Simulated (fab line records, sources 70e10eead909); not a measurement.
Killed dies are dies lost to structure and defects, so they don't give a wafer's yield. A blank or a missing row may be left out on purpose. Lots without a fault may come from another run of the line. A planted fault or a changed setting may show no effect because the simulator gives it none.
Which tool did it? | flow nand_harc | 6 lots, 18 wafers sampled, at 1 step of a route of 1302

WHAT THE GAUGES READ, wafer by wafer
NHARC_P_M2_CD_MEAS_16.
lot  | measured     | on        | cd_nm (nm)
L409 | day 6 19:04  | cd_sem-03 | 169.6 168.9 170.0
L412 | day 8 08:46  | cd_sem-03 | 169.6 169.1 169.8
L418 | day 10 19:49 | cd_sem-01 | 170.4 170.2 170.2
L420 | day 11 09:55 | cd_sem-03 | 170.0 170.4 169.9
L429 | day 15 01:26 | cd_sem-03 | 169.7 169.7 169.6
L431 | day 16 02:25 | cd_sem-03 | 170.0 168.7 168.6

WHICH TOOL RAN EACH LOT (tool, then ch and the chambers of the sampled wafers, then the start)
The record holds no process step before these readings.

THE ANSWER, worked out from the rows above alone
Rule: what is usual is taken from the lots themselves. Put in order of their means at a reading, lots are off if they are a third of the lots or fewer, leave a main group of 4 or more, and stand apart from it by a gap of 3 or more times the standard deviation of the main group's means; of several such gaps the widest counts. A main group whose means are all the same, to the digits that the tables above print for the reading, isn't used. A lot without any number at a reading at which 4 lots or more have one is off too. The other lots that the step has rows for count as sound.
No lot is off at any reading shown: from this, nothing can be told.

WHAT THE SIMULATOR HAD PUT IN
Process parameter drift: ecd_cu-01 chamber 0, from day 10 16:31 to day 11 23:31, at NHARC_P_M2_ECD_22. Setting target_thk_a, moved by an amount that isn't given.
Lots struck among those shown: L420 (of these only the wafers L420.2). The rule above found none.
